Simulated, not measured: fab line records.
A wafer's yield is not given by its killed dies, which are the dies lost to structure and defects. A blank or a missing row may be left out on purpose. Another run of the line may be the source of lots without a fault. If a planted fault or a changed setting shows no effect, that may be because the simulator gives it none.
Chamber matching + flow nand-harc + 4 sister chambers for NHARC_A_STAIRCASE_DESCUM_291 on rie-diel-06
The step chemistry O2, time 3 s. 4 wafers are shown with their chamber, then 12 later ones without.

WAFERS PAIRED WITH THEIR CHAMBERS
| wafer  | chamber | showerhead-plenum-p-Torr (Torr) |
|--------|---------|---------------------------------|
| L080.5 | 3       | 1.84                            |
| L086.3 | 2       | 2.04                            |
| L086.5 | 1       | 1.90                            |
| L086.6 | 0       | 1.83                            |

WAFERS WITH NO CHAMBER GIVEN
| wafer  | showerhead-plenum-p-Torr (Torr) |
|--------|---------------------------------|
| L088.4 | 1.83                            |
| L088.5 | 1.90                            |
| L088.6 | 2.03                            |
| L093.1 | 1.82                            |
| L093.2 | 2.03                            |
| L093.3 | 1.90                            |
| L092.1 | 2.03                            |
| L092.2 | 1.82                            |
| L092.3 | 1.90                            |
| L096.1 | 1.83                            |
| L096.2 | 2.03                            |
| L096.6 | 1.89                            |

EACH ONE'S CHAMBER
| wafer  | from the rows above     | in truth |
|--------|-------------------------|----------|
| L088.4 | can't be placed: 0 or 3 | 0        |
| L088.5 | 1                       | 1        |
| L088.6 | 2                       | 2        |
| L093.1 | can't be placed: 0 or 3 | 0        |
| L093.2 | 2                       | 2        |
| L093.3 | 1                       | 1        |
| L092.1 | 2                       | 2        |
| L092.2 | can't be placed: 0 or 3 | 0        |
| L092.3 | 1                       | 1        |
| L096.1 | can't be placed: 0 or 3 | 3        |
| L096.2 | 2                       | 2        |
| L096.6 | 1                       | 1        |
Correctly placed: 8 of 12. These rows do not allow placing 4 (true chamber among the candidates in 4). Wrongly placed: 0.
How it was worked out, from the rows above alone: a wafer's distance from a chamber is the root of the sum, over the readings, of the square of ((its reading less the chamber's mean) divided by the reading's scatter). If the next closest chamber is less than 2 further off than the closest, the wafer can't be placed; otherwise it belongs to the closest. The mean given for a chamber averages the wafers shown for that chamber. The scatter (one wafer shown for each chamber): square how far every hidden wafer sits from the nearest shown wafer, average those squares and take the square root.
